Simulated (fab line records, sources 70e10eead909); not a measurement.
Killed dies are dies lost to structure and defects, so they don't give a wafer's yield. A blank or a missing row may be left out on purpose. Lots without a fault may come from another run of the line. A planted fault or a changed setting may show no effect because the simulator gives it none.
Chamber matching | flow nand_harc | NHARC_A_SGD_CUT_DEP_00 on pecvd-03: 3 sister chambers
The step deposits SiNx, target thk 50 nm. 6 wafers are shown with their chamber, then 8 later ones without.

WAFERS WITH THEIR CHAMBER
wafer  | chamber | heater_power_w (W) | susceptor_temp_C (C)
L138.4 | 0       | 688                | 400.03
L138.6 | 2       | 620                | 399.95
L140.1 | 2       | 614                | 399.72
L140.2 | 1       | 718                | 400.20
L140.4 | 1       | 713                | 400.14
L142.2 | 0       | 676                | 400.03

WAFERS WITHOUT THEIR CHAMBER
wafer  | heater_power_w (W) | susceptor_temp_C (C)
L142.3 | 637                | 399.85
L142.5 | 640                | 399.95
L148.1 | 779                | 399.82
L148.3 | 681                | 400.15
L150.1 | 657                | 399.99
L150.4 | 695                | 400.01
L151.1 | 725                | 400.10
L151.6 | 792                | 400.03

WHICH CHAMBER EACH WENT THROUGH
wafer  | from the rows above     | in truth
L142.3 | 2                       | 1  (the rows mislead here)
L142.5 | 2                       | 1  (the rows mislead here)
L148.1 | 1                       | 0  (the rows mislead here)
L148.3 | 0                       | 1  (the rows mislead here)
L150.1 | 0                       | 0
L150.4 | can't be placed: 0 or 1 | 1
L151.1 | 1                       | 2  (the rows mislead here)
L151.6 | 1                       | 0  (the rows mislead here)
Placed correctly: 1 of 8. Can't be placed from these rows: 1 (the true chamber is among the candidates in 1). Placed wrongly: 6.
How it was worked out, from the rows above alone: a wafer's distance from a chamber is the root of the sum, over the readings, of the square of ((its reading less the chamber's mean) divided by the reading's scatter). The wafer belongs to the nearest chamber; if the next one is less than 2 further off, it can't be placed. A chamber's mean is the mean of its shown wafers. The scatter: the root of (the sum of the squares of (reading less its chamber's mean) over the shown wafers, divided by (wafers less chambers)).
